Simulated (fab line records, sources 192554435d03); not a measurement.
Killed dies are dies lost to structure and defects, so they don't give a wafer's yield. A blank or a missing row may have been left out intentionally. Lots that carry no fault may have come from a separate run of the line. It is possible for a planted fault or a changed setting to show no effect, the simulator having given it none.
fab line records	flow n5Finfet
record: lots: 7	wafers: 39
route steps=1938 shown WELL_APT@48 DUMMY_GATE@228 SD_EPI_P@308 SD_ACTIVATION@331 HKMG_FIN@403 MOL_CONTACT_COAG@581
startH: hours from the record's first day to the start of the lot's first wafer shown	waitH: how many hours have passed since the lot's step before this one	" unchanged from the row above	L1.1+2: one row covering several wafers at once	- no value, or no start was given	* or withheld: withheld	< > ~ a bound
route shown NAME@n: NAME is a module with steps in the file, n the number in the route of the first one	usual: mean and standard deviation over wafers with no fault	same: alike in all rows	chamber/n: place in a boat	sites: readings site by site	_std_site: the values' standard deviation	_edge_site: inner sites' mean taken away from outer sites' mean	radiusMm: how far each site lies from the wafer's centre	mask NAME#n: copy n	behind: the last tool/chamber to shape the wafer	hold: why the lot went on hold/how many hours it stayed there/how the hold came to an end	device: the transistor (n, p or np) that didn't switch	end of line: the route-end tests of the same wafers	a step given without rows: its recipe and nothing more	killed: dies lost to structure and defects at the first sort, not the wafer's yield	map: per-die view of a wafer (x killed, . not killed, _ where there is no die)
set.NAME: the setting as run; set.NAME@STEP: as run at that earlier step	model.NAME: the simulator's own value behind a step, which no gauge read
lots run with intentionally changed settings; tables by step, rows by wafer
== steps ==
step: N5_WELL_APT_IMPLANT_32
recipe: species: BF2	energyKev: 50	doseCm2: 2e+13	tiltDeg: 0	rotationDeg: 0
lot.wafer	tool	chamber	startH	waitH	set.energyKev	model.implant.rpNm	model.implant.drpNm
L075.1+5+6	implanter-02	0	21.67	0.1	50	38.04	18.55
L075.2+3+4	"	0	"	"	52.19	39.68	19.14
L081.1+3+6	implanter-01	0	57.69	0.1	50	37.65	18.55
L081.2+4+5	"	0	"	"	52.92	39.83	19.33
L082.1+2+5	implanter-02	0	63.74	0.1	50	37.8	18.55
L082.3+4+6	"	0	"	"	54.89	41.46	19.86
L088.2+4+6	implanter-01	0	99.26	0.1	50	38.66	18.55
L091.1+3+6	implanter-01	0	117.76	0.1	50	36.98	18.55
L091.2+4+5	"	0	"	"	42.57	31.8	16.57
L093.1+5+6	implanter-02	0	129.48	0.1	50	37.35	18.55
L093.2+3+4	"	0	"	"	42.57	32.11	16.57
L095.1+2+3+4+5+6	implanter-01	0	142.05	0.1	50	36.63	18.55
step: N5_DUMMY_GATE_EXPOSE_12
recipe: maskId: GATE	na: 0.33	sourceShape: annular	sigmaInner: 0.2	sigmaOuter: 0.6	polarization: unpolarized	targetCdNm: 25	doseMj: 34
lot.wafer	tool	chamber	startH	waitH	mask	set.doseMj
L075.1+4+5	euvScanner-02	0	54.79	-	GATE#0	34
L075.2+3+6	"	0	"	"	GATE#0	36.32
L081.1+2+3+4+5+6	euvScanner-01	0	89.10	-	GATE#0	34
L082.1+2+6	euvScanner-02	0	95.19	-	GATE#0	34.82
L082.3+4+5	"	0	"	"	GATE#0	34
L088.2+4+6	euvScanner-02	0	129.23	-	GATE#0	34
L091.1+4+6	euvScanner-02	0	147.89	-	GATE#0	34
L091.2+3+5	"	0	"	"	GATE#0	33.27
L093.1+3+6	euvScanner-01	0	160.51	-	GATE#0	34
L093.2+4+5	"	0	"	"	GATE#0	34.75
L095.1+5+6	euvScanner-02	0	172.19	-	GATE#0	34
L095.2+3+4	"	0	"	"	GATE#0	32.67
step: N5_DUMMY_GATE_PEB_13
recipe: pebTempC: 100	pebTimeS: 60	resist: CAR-EUV
step: N5_DUMMY_GATE_DEVELOP_14
recipe: developTimeS: 30	developer: TMAH	resist: CAR-EUV	rinseLiquid: surfactantRinse	dry: airSpin	devTempC: 23
step: N5_DUMMY_GATE_CD_MEAS_15
recipe: targetCdNm: 25.8	landingEnergyEv: 500	detector: seInlens
usual: cdNm: 24.93/0.25
lot.wafer	tool	chamber	startH	waitH	set.doseMj@DUMMY_GATE_EXPOSE_12	cdNm
L075.1	cdSem-03	0	54.92	-	34	25.00
L075.2	"	0	"	"	36.32	23.98
L075.3	"	0	"	"	36.32	23.73
L075.4	"	0	"	"	34	24.63
L075.5	"	0	"	"	34	25.19
L075.6	"	0	"	"	36.32	23.89
L081.1	cdSem-01	0	89.22	-	34	25.19
L081.2	"	0	"	"	34	24.73
L081.3	"	0	"	"	34	24.78
L081.4	"	0	"	"	34	25.32
L081.5	"	0	"	"	34	25.22
L081.6	"	0	"	"	34	25.24
L082.1	cdSem-02	0	95.31	-	34.82	24.58
L082.2	"	0	"	"	34.82	24.58
L082.3	"	0	"	"	34	25.04
L082.4	"	0	"	"	34	24.97
L082.5	"	0	"	"	34	24.89
L082.6	"	0	"	"	34.82	24.54
L088.2	cdSem-01	0	129.36	-	34	25.29
L088.4	"	0	"	"	34	25.27
L088.6	"	0	"	"	34	25.00
L091.1	cdSem-03	0	148.01	-	34	24.97
L091.2	"	0	"	"	33.27	25.54
L091.3	"	0	"	"	33.27	25.11
L091.4	"	0	"	"	34	24.84
L091.5	"	0	"	"	33.27	25.27
L091.6	"	0	"	"	34	24.84
L093.1	cdSem-02	0	160.64	-	34	24.93
L093.2	"	0	"	"	34.75	24.90
L093.3	"	0	"	"	34	25.20
L093.4	"	0	"	"	34.75	24.91
L093.5	"	0	"	"	34.75	24.72
L093.6	"	0	"	"	34	25.48
L095.1	cdSem-03	0	172.32	-	34	25.01
L095.2	"	0	"	"	32.67	25.63
L095.3	"	0	"	"	32.67	25.91
L095.4	"	0	"	"	32.67	25.68
L095.5	"	0	"	"	34	24.71
L095.6	"	0	"	"	34	25.11
step: N5_DUMMY_GATE_ETCH_31
recipe: chemistry: C4F6/O2	target: SiO2	maskMaterial: SOC	targetDepthA: 825	timeS: 27.5	ionEnergyEv: 250	pressureMtorr: 30	sourceW: 345	biasW: 185	Ar_flow_sccm: 300	C4F6_flow_sccm: 10	O2_flow_sccm: 10
lot.wafer	tool	chamber	startH	waitH	set.targetDepthA	model.etch.depthNm	model.SOC_of_DUMMY_GATE_COAT_34.thkNm
L075.1	rieDiel-05	0	55.48	0.0	825	85.56	51.6
L075.2	"	2	"	"	825	82.72	51.8
L075.3	"	3	"	"	825	82	51.8
L075.4	"	2	"	"	825	83.53	51.8
L075.5	"	0	"	"	825	84.9	51.6
L075.6	"	3	"	"	825	81.54	52
L081.1	rieDiel-05	2	90.35	0.1	825	83.9	51.8
L081.2	"	3	"	"	825	81.59	51.8
L081.3	"	1	"	"	825	85.33	51.6
L081.4	"	0	"	"	825	85.18	51.6
L081.5	"	2	"	"	825	82.89	51.8
L081.6	"	1	"	"	825	84.42	51.4
L082.1	rieDiel-05	0	96.30	0.1	825	84.52	51.4
L082.2	"	3	"	"	791.8	78.32	52
L082.3	"	2	"	"	825	82.35	51.6
L082.4	"	1	"	"	825	83.82	51.4
L082.5	"	2	"	"	791.8	79.59	52
L082.6	"	3	"	"	791.8	78.16	52
L088.2	rieDiel-05	2	129.91	0.0	825	82.21	51.6
L088.4	"	1	"	"	825	84.38	51.2
L088.6	"	2	"	"	825	82.33	51.4
L091.1	rieDiel-04	2	148.57	0.0	825	82.26	51.8
L091.2	"	3	"	"	825	83.34	51.6
L091.3	"	1	"	"	825	84.6	51.6
L091.4	"	0	"	"	825	81.87	51.8
L091.5	"	3	"	"	825	84.04	51.4
L091.6	"	2	"	"	825	82.99	51.6
L093.1	rieDiel-03	3	161.36	0.0	739.8	73.84	52.6
L093.2	"	1	"	"	739.8	72.51	52.6
L093.3	"	0	"	"	825	80.71	51.6
L093.4	"	2	"	"	825	81.53	51.6
L093.5	"	1	"	"	739.8	73.2	52.6
L093.6	"	0	"	"	825	81.05	51.6
L095.1	rieDiel-03	1	173.01	0.0	825	82.22	51.8
L095.2	"	2	"	"	825	82.5	51.8
L095.3	"	3	"	"	825	83.73	51.8
L095.4	"	0	"	"	825	82.66	51.8
L095.5	"	0	"	"	825	82.75	51.8
L095.6	"	1	"	"	825	82.74	51.8
step: N5_DUMMY_GATE_ETCH_32
recipe: chemistry: CF4	target: SiO2	targetDepthA: 35	timeS: 3.9	ionEnergyEv: 350	pressureMtorr: 10	icpW: 800	biasW: 400	cf4FlowSccm: 80
lot.wafer	tool	chamber	startH	waitH	set.timeS	model.etch.depthNm
L075.1	rieSi-05	2	55.73	0.1	3.9	3.537
L075.2	"	0	"	"	4.482	4.093
L075.3	"	3	"	"	4.482	3.995
L075.4	"	1	"	"	3.9	3.476
L075.5	"	2	"	"	4.482	4.04
L075.6	"	3	"	"	3.9	3.491
L081.1	rieSi-03	0	90.59	0.1	3.092	2.808
L081.2+6	"	1,2	"	"	3.9	3.468
L081.3	"	2	"	"	3.092	2.718
L081.4	"	3	"	"	3.092	2.805
L081.5	"	1	"	"	3.9	3.462
L082.1	rieSi-03	1	96.55	0.1	3.9	3.458
L082.2	"	3	"	"	3.9	3.522
L082.3	"	0	"	"	3.9	3.521
L082.4	"	2	"	"	3.9	3.443
L082.5	"	1	"	"	3.9	3.432
L082.6	"	2	"	"	3.9	3.455
L088.2	rieSi-05	0	130.15	0.1	3.9	3.538
L088.4	"	2	"	"	3.9	3.527
L088.6	"	0	"	"	3.9	3.562
L091.1	rieSi-03	3	148.81	0.1	3.9	3.497
L091.2	"	0	"	"	4.535	4.132
L091.3	"	2	"	"	3.9	3.484
L091.4	"	1	"	"	4.535	4.021
L091.5	"	3	"	"	3.9	3.522
L091.6	"	0	"	"	4.535	4.104
L093.1	rieSi-03	0	161.61	0.1	3.9	3.549
L093.2	"	3	"	"	3.9	3.467
L093.3	"	2	"	"	4.489	3.984
L093.4	"	1	"	"	3.9	3.444
L093.5	"	2	"	"	4.489	3.956
L093.6	"	1	"	"	4.489	3.966
L095.1	rieSi-03	3	173.26	0.1	3.9	3.532
L095.2	"	1	"	"	3.279	2.918
L095.3	"	0	"	"	3.279	2.952
L095.4	"	2	"	"	3.9	3.461
L095.5	"	2	"	"	3.279	2.906
L095.6	"	1	"	"	3.9	3.423
step: N5_DUMMY_GATE_ETCH_23
recipe: chemistry: HBr/Cl2/O2	HBr_flow_sccm: 150	Cl2_flow_sccm: 80	O2_flow_sccm: 12	biasW: 102	targetDepthA: 410	timeS: 22.3	target: poly-Si	maskMaterial: SiO2	pressureMtorr: 10	icpW: 800
step: N5_DUMMY_GATE_ETCH_44
recipe: chemistry: HBr/O2	overEtchFrac: 0.7	targetDepthA: 1275	stopOn: SiO2	ionEnergyEv: 60	biasW: 20	target: poly-Si	maskMaterial: SiO2	pressureMtorr: 20	icpW: 400	HBr_flow_sccm: 120	O2_flow_sccm: 10
lot.wafer	tool	chamber	startH	waitH	set.doseMj@DUMMY_GATE_EXPOSE_12	model.DUMMY_GATE.cdNm
L075.1	rieSi-05	2	55.82	0.0	34	15.2
L075.2	"	0	"	"	36.32	13.4
L075.3	"	3	"	"	36.32	14
L075.4+5	"	1,2	"	"	34	15
L075.6	"	3	"	"	36.32	14.2
L081.1+4	rieSi-03	0,3	90.68	0.0	34	14.8
L081.2+3	"	1,2	"	"	34	15
L081.5	"	1	"	"	34	14.6
L081.6	"	2	"	"	34	15.2
L082.1	rieSi-03	1	96.64	0.0	34.82	14.6
L082.2	"	3	"	"	34.82	14.2
L082.3+4	"	0,2	"	"	34	14.8
L082.5	"	1	"	"	34	14.6
L082.6	"	2	"	"	34.82	14.4
L088.2	rieSi-05	0	130.24	0.0	34	14.6
L088.4+6	"	2,0	"	"	34	14.8
L091.1+4	rieSi-03	3,1	148.90	0.0	34	14.6
L091.2	"	0	"	"	33.27	15.2
L091.3+5	"	2,3	"	"	33.27	15.4
L091.6	"	0	"	"	34	14.8
L093.1+3	rieSi-03	0,2	161.70	0.0	34	15
L093.2	"	3	"	"	34.75	15
L093.4+5	"	1,2	"	"	34.75	14.6
L093.6	"	1	"	"	34	14.6
L095.1+5	rieSi-03	3,2	173.35	0.0	34	15
L095.2	"	1	"	"	32.67	16.2
L095.3	"	0	"	"	32.67	16
L095.4	"	2	"	"	32.67	15.8
L095.6	"	1	"	"	34	15.2
step: N5_SD_EPI_P_ETCH_37
recipe: chemistry: N2/H2	target: SOC	overetchA: 1080	maskMaterial: SiARC	tempC: 40	ionEnergyEv: 100	sourceW: 3000	biasW: 133	pressureMtorr: 20	timeS: 486	n2FlowSccm: 200	h2FlowSccm: 200	ends: endPoint
usual: rfVppV: 240.9/1.4
lot.wafer	tool	chamber	startH	waitH	set.sourceW	rfVppV	model.SiARC_of_SD_EPI_P_COAT_35.thkNm
L075.1	rieDiel-03	0	62.56	0.0	3000	240.8	19.6
L075.2	"	2	"	"	2461	258.5	21.8
L075.3	"	3	"	"	2461	254.8	22
L075.4	"	0	"	"	2461	258.4	22
L075.5	"	3	"	"	3000	238.3	20
L075.6	"	2	"	"	3000	241.2	19.4
L081.1	rieDiel-03	0	97.29	0.0	2453	258.3	22
L081.2	"	2	"	"	2453	258.6	21.8
L081.3	"	3	"	"	2453	254.8	22.2
L081.4	"	3	"	"	3000	238.0	19.8
L081.5	"	2	"	"	3000	242.4	19.8
L081.6	"	0	"	"	3000	241.8	19.8
L082.1	rieDiel-04	3	105.11	0.0	2689	250.0	20.8
L082.2	"	0	"	"	3000	241.2	20.2
L082.3	"	2	"	"	3000	241.1	19.8
L082.4	"	1	"	"	3000	239.7	19.2
L082.5	"	0	"	"	2689	249.5	21.4
L082.6	"	3	"	"	2689	249.4	20.8
L088.2	rieDiel-04	1	136.56	0.0	3000	240.9	19.2
L088.4	"	0	"	"	3000	240.6	20
L088.6	"	3	"	"	3000	240.5	19.4
L091.1	rieDiel-04	3	156.85	0.0	3000	239.0	19.4
L091.2	"	2	"	"	3000	243.9	19.8
L091.3	"	0	"	"	3000	240.6	20.2
L091.4	"	1	"	"	3000	239.6	19.4
L091.5	"	1	"	"	3000	237.7	19.2
L091.6	"	2	"	"	3000	241.5	20
L093.1	rieDiel-03	0	167.86	0.0	2582	253.5	21.6
L093.2	"	3	"	"	2582	255.5	21.2
L093.3	"	1	"	"	2582	251.4	21.6
L093.4	"	3	"	"	3000	242.5	19.4
L093.5	"	1	"	"	3000	239.2	20
L093.6	"	0	"	"	3000	241.7	19.6
L095.1	rieDiel-05	2	179.50	0.0	3000	241.7	19.6
L095.2	"	1	"	"	3360	234.0	17.8
L095.3	"	0	"	"	3360	232.1	18.2
L095.4	"	3	"	"	3000	240.4	20
L095.5	"	1	"	"	3000	242.3	19.2
L095.6	"	0	"	"	3360	230.0	18
step: N5_SD_ACTIVATION_LSA_01
recipe: tempC: 1080	timeS: 0.0008	ambient: N2
usual: wafer_temp_C_max: 1085.6/1.2
lot.wafer	tool	chamber	startH	waitH	set.tempC	wafer_temp_C_max
L075.1	laserAnneal-02	0	67.27	0.2	1080	1084.5
L075.2	"	0	"	"	1065	1070.0
L075.3	"	0	"	"	1080	1088.2
L075.4	"	0	"	"	1080	1084.9
L075.5	"	0	"	"	1065	1069.9
L075.6	"	0	"	"	1065	1071.8
L081.1	laserAnneal-02	0	101.23	0.2	1075	1080.9
L081.2	"	0	"	"	1075	1079.6
L081.3	"	0	"	"	1080	1085.5
L081.4	"	0	"	"	1080	1087.9
L081.5	"	0	"	"	1075	1080.0
L081.6	"	0	"	"	1080	1088.8
L082.1	laserAnneal-02	0	108.97	0.2	1096	1103.5
L082.2	"	0	"	"	1080	1084.9
L082.3	"	0	"	"	1080	1085.5
L082.4	"	0	"	"	1096	1101.1
L082.5	"	0	"	"	1080	1088.1
L082.6	"	0	"	"	1096	1101.1
L088.2	laserAnneal-02	0	140.44	0.2	1080	1084.8
L088.4	"	0	"	"	1080	1087.8
L088.6	"	0	"	"	1080	1086.4
L091.1	laserAnneal-02	0	160.72	0.2	1075	1079.1
L091.2	"	0	"	"	1075	1079.6
L091.3	"	0	"	"	1075	1079.8
L091.4	"	0	"	"	1080	1086.0
L091.5	"	0	"	"	1080	1086.8
L091.6	"	0	"	"	1080	1086.0
L093.1	laserAnneal-02	0	171.71	0.2	1072	1080.0
L093.2	"	0	"	"	1080	1086.1
L093.3	"	0	"	"	1080	1086.6
L093.4	"	0	"	"	1072	1076.2
L093.5	"	0	"	"	1080	1087.0
L093.6	"	0	"	"	1072	1078.3
L095.1	laserAnneal-02	0	184.20	0.2	1080	1085.5
L095.2	"	0	"	"	1080	1086.4
L095.3	"	0	"	"	1093	1099.8
L095.4	"	0	"	"	1093	1098.3
L095.5	"	0	"	"	1093	1098.3
L095.6	"	0	"	"	1080	1086.4
step: N5_SD_ACTIVATION_RS_MEAS_03
recipe: thkMeasGauge: four-point-probe
usual: RS_SD_N: 22.0/0.31	RS_SD_P: 56.2/1.2
lot.wafer	tool	chamber	startH	waitH	set.tempC@SD_ACTIVATION_LSA_01	RS_SD_N[ohm/sq]	RS_SD_P[ohm/sq]
L075.1	filmMetro-01	-	67.48	0.2	1080	22.0	56.8
L075.2	"	-	"	"	1065	23.6	56.9
L075.3	"	-	"	"	1080	22.3	57.3
L075.4	"	-	"	"	1080	22.6	56.5
L075.5	"	-	"	"	1065	24.0	56.1
L075.6	"	-	"	"	1065	23.9	56.1
L081.1	filmMetro-01	-	101.43	0.2	1075	22.8	56.5
L081.2	"	-	"	"	1075	22.9	57.1
L081.3	"	-	"	"	1080	22.4	57.3
L081.4	"	-	"	"	1080	22.4	57.0
L081.5	"	-	"	"	1075	23.0	57.7
L081.6	"	-	"	"	1080	22.2	56.7
L082.1	filmMetro-02	-	109.17	0.2	1096	20.7	54.6
L082.2	"	-	"	"	1080	22.6	55.4
L082.3	"	-	"	"	1080	22.3	55.0
L082.4	"	-	"	"	1096	21.1	54.8
L082.5	"	-	"	"	1080	22.5	55.5
L082.6	"	-	"	"	1096	21.1	53.9
L088.2	filmMetro-02	-	140.63	0.2	1080	22.1	56.4
L088.4	"	-	"	"	1080	21.6	54.5
L088.6	"	-	"	"	1080	22.1	54.7
L091.1	filmMetro-02	-	160.92	0.2	1075	22.7	57.3
L091.2	"	-	"	"	1075	22.3	56.7
L091.3	"	-	"	"	1075	22.5	57.5
L091.4	"	-	"	"	1080	21.6	57.8
L091.5	"	-	"	"	1080	21.9	56.9
L091.6	"	-	"	"	1080	22.0	57.1
L093.1	filmMetro-02	-	171.92	0.2	1072	22.7	55.4
L093.2	"	-	"	"	1080	21.8	55.6
L093.3	"	-	"	"	1080	21.6	55.6
L093.4	"	-	"	"	1072	22.3	55.1
L093.5	"	-	"	"	1080	21.9	54.6
L093.6	"	-	"	"	1072	22.1	55.2
L095.1	filmMetro-02	-	184.41	0.2	1080	21.9	57.2
L095.2	"	-	"	"	1080	21.7	56.6
L095.3	"	-	"	"	1093	20.4	56.2
L095.4	"	-	"	"	1093	21.0	56.7
L095.5	"	-	"	"	1093	20.3	57.0
L095.6	"	-	"	"	1080	21.9	57.4
step: N5_HKMG_FIN_ETCH_55
recipe: chemistry: N2/H2	target: SOC	targetDepthA: 2400	tempC: 40	timeS: 300	ionEnergyEv: 200	maskMaterial: SiARC	pressureMtorr: 30	sourceW: 840	biasW: 150	n2FlowSccm: 200	h2FlowSccm: 200
lot.wafer	tool	chamber	startH	waitH	set.timeS	model.HKMG_FIN.featureDepthNm	model.etch.depthNm	model.SiARC_of_HKMG_FIN_COAT_42.thkNm
L075.1	rieDiel-06	2	81.65	0.0	233.1	186.8	186.9	24.4
L075.2	"	1	"	"	300	232.4	232.4	21.8
L075.3	"	3	"	"	233.1	183.8	183.8	24.6
L075.4	"	0	"	"	300	234.8	234.8	21.6
L075.5	"	1	"	"	300	232.8	232.9	22
L075.6	"	0	"	"	233.1	183.2	183.3	24.4
L081.1	rieDiel-02	1	115.06	0.0	300	241.4	241.4	21.2
L081.2	"	2	"	"	300	246.2	246.3	20.8
L081.3	"	0	"	"	300	239.2	239.1	21.2
L081.4	"	3	"	"	300	242.2	242.1	21
L081.5	"	0	"	"	300	237.6	237.6	21.2
L081.6	"	1	"	"	300	241.8	241.8	21.2
L082.1	rieDiel-02	3	122.35	0.0	300	241	241.1	21.2
L082.2	"	0	"	"	300	237.4	237.4	21.4
L082.3	"	1	"	"	300	239.8	239.8	21.4
L082.4	"	2	"	"	300	244.4	244.3	21
L082.5	"	1	"	"	300	239.4	239.3	21.4
L082.6	"	0	"	"	300	235	235	21.6
L088.2	rieDiel-02	0	153.55	0.0	300	237.8	237.7	21.4
L088.4	"	3	"	"	300	240.2	240.2	21.2
L088.6	"	2	"	"	300	245	244.9	21
L091.1	rieDiel-02	2	174.28	0.0	300	241.4	241.4	21
L091.2	"	1	"	"	273.8	217.4	217.4	22.6
L091.3	"	3	"	"	300	240.6	240.6	21
L091.4	"	1	"	"	273.8	216.6	216.6	22.6
L091.5	"	2	"	"	273.8	223.2	223.3	22.2
L091.6	"	3	"	"	300	240.2	240.1	21
L093.1	rieDiel-02	2	185.62	0.0	300	247.4	247.5	20.8
L093.2	"	3	"	"	341.6	276.6	276.6	19
L093.3	"	1	"	"	300	242.4	242.5	21.2
L093.4	"	0	"	"	300	249	248.9	20.8
L093.5	"	1	"	"	341.6	277	277	19.2
L093.6	"	2	"	"	341.6	279	279	19
L095.1	rieDiel-02	2	198.96	0.1	300	242.2	242.2	21.2
L095.2	"	0	"	"	321	262.4	262.4	20
L095.3	"	2	"	"	300	241.8	241.8	21.2
L095.4	"	0	"	"	300	245.2	245.2	21
L095.5	"	0	"	"	321	263.4	263.4	20
L095.6	"	2	"	"	321	259.4	259.4	20.2
step: N5_MOL_CONTACT_COAG_ETCH_91
recipe: chemistry: N2/H2	target: SOC	targetDepthA: 600	overetchA: 210	maskMaterial: SiARC	tempC: 40	timeS: 101.2	ionEnergyEv: 200	pressureMtorr: 30	sourceW: 840	biasW: 150	n2FlowSccm: 200	h2FlowSccm: 200
lot.wafer	tool	chamber	startH	waitH	set.targetDepthA	model.SiARC_of_MOL_CONTACT_COAG_COAT_76.thkNm
L075.1+3+4+6	rieDiel-01	1,2,3,1	110.66	0.0	600	5.8
L075.2+5	"	0,2	"	"	600	6
L081.1+4	rieDiel-01	2,0	142.70	0.0	653.7	5.6
L081.2+5	"	0,2	"	"	600	6
L081.3	"	1	"	"	600	5.8
L081.6	"	1	"	"	653.7	5.4
L082.1	rieDiel-06	3	150.82	0.0	650.4	5.6
L082.2+4+5	"	1,2,1	"	"	600	5.8
L082.3+6	"	0,2	"	"	650.4	5.4
L088.2+4	rieDiel-02	1	180.55	0.0	600	5.8
L088.6	"	3	"	"	600	5.6
L091.1+5	rieDiel-01	0	200.82	0.0	535.5	6.4
L091.2+3+6	"	1,3,1	"	"	600	5.8
L091.4	"	3	"	"	535.5	6.2
L093.1+2+3+4+5+6	rieDiel-02	1,2,0,3,3,2	212.33	0.0	600	5.8
L095.1+5+6	rieDiel-06	3,1,0	227.10	0.0	540.9	6.2
L095.2+3	"	0,2	"	"	600	5.8
L095.4	"	1	"	"	600	6
== key ==
split: step: N5_WELL_APT_IMPLANT_32	setting: energyKev	stated: 50	by: wafer
response: step: N5_WELL_APT_IMPLANT_32	reading: model.implant.rpNm	change: +0.357	per: 1%	r: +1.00
response: step: N5_WELL_APT_IMPLANT_32	reading: model.implant.drpNm	change: +0.134	per: 1%	r: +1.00
split: step: N5_DUMMY_GATE_EXPOSE_12	setting: doseMj	stated: 34	by: wafer
response: step: N5_DUMMY_GATE_CD_MEAS_15	reading: cdNm	change: -0.17	per: 1%	r: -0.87
response: step: N5_DUMMY_GATE_ETCH_44	reading: model.DUMMY_GATE.cdNm	change: -0.186	per: 1%	r: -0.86
split: step: N5_DUMMY_GATE_ETCH_31	setting: targetDepthA	stated: 825	by: wafer
response: step: N5_DUMMY_GATE_ETCH_31	reading: model.etch.depthNm	change: +0.825	per: 1%	r: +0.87
response: step: N5_DUMMY_GATE_ETCH_31	reading: model.SOC_of_DUMMY_GATE_COAT_34.thkNm	change: -0.102	per: 1%	r: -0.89
split: step: N5_DUMMY_GATE_ETCH_32	setting: timeS	stated: 3.9	by: wafer
response: step: N5_DUMMY_GATE_ETCH_32	reading: model.etch.depthNm	change: +0.0342	per: 1%	r: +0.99
split: step: N5_SD_EPI_P_ETCH_37	setting: sourceW	stated: 3000	by: wafer
response: step: N5_SD_EPI_P_ETCH_37	reading: rfVppV	change: -0.896	per: 1%	r: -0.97
response: step: N5_SD_EPI_P_ETCH_37	reading: model.SiARC_of_SD_EPI_P_COAT_35.thkNm	change: -0.126	per: 1%	r: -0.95
split: step: N5_SD_ACTIVATION_LSA_01	setting: tempC	stated: 1080	by: wafer
response: step: N5_SD_ACTIVATION_LSA_01	reading: wafer_temp_C_max	change: *	per: 1%	r: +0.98
response: step: N5_SD_ACTIVATION_RS_MEAS_03	reading: RS_SD_N	change: -1.05	per: 1%	r: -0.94
split: step: N5_HKMG_FIN_ETCH_55	setting: timeS	stated: 300	by: wafer
response: step: N5_HKMG_FIN_ETCH_55	reading: model.HKMG_FIN.featureDepthNm	change: +2.26	per: 1%	r: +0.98
response: step: N5_HKMG_FIN_ETCH_55	reading: model.etch.depthNm	change: +2.26	per: 1%	r: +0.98
response: step: N5_HKMG_FIN_ETCH_55	reading: model.SiARC_of_HKMG_FIN_COAT_42.thkNm	change: -0.13	per: 1%	r: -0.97
split: step: N5_MOL_CONTACT_COAG_ETCH_91	setting: targetDepthA	stated: 600	by: wafer
response: step: N5_MOL_CONTACT_COAG_ETCH_91	reading: model.SiARC_of_MOL_CONTACT_COAG_COAT_76.thkNm	change: -0.0424	per: 1%	r: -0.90
